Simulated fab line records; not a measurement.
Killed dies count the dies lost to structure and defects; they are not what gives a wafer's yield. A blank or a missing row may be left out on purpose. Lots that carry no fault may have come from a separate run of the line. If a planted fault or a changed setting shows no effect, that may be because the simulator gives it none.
Matching of chambers | flow n5Finfet | 4 sister chambers for N5_BEOL_M10_ETCH_61 on rieDiel-01
The step etches SiARC in CF4, target depth 39 nm, time 65 s. 4 wafers are shown with their chamber, then 8 later ones without.

== WAFERS PAIRED WITH THEIR CHAMBERS ==
wafer  | chamber | showerheadPlenumPTorr (Torr)
L088.2 | 0       | 2.11
L088.5 | 2       | 2.28
L088.6 | 1       | 2.19
L089.1 | 3       | 2.07

== WAFERS WHOSE CHAMBER IS MISSING ==
wafer  | showerheadPlenumPTorr (Torr)
L089.2 | 2.12
L089.3 | 2.28
L089.4 | 2.19
L089.5 | 2.07
L089.6 | 2.28
L096.2 | 2.06
L096.3 | 2.27
L096.4 | 2.06

== THE CHAMBER EACH PASSED THROUGH ==
wafer  | from the rows above | in truth
L089.2 | 0                   | 0
L089.3 | 2                   | 2
L089.4 | 1                   | 1
L089.5 | 3                   | 3
L089.6 | 2                   | 2
L096.2 | 3                   | 3
L096.3 | 2                   | 2
L096.4 | 3                   | 3
Correct placement for 8 of the 8. From these rows, 0 cannot be placed. Number placed wrongly: 0.
How it was worked out, from the rows above alone: a wafer's distance from a chamber is the root of the sum, over the readings, of the square of ((its reading less the chamber's mean) divided by the reading's scatter). If the next closest chamber is less than 2 further off than the closest, the wafer can't be placed; otherwise it belongs to the closest. The mean given for a chamber averages the wafers shown for that chamber. The scatter (one wafer shown for each chamber): square how far every hidden wafer sits from the nearest shown wafer, average those squares and take the square root.
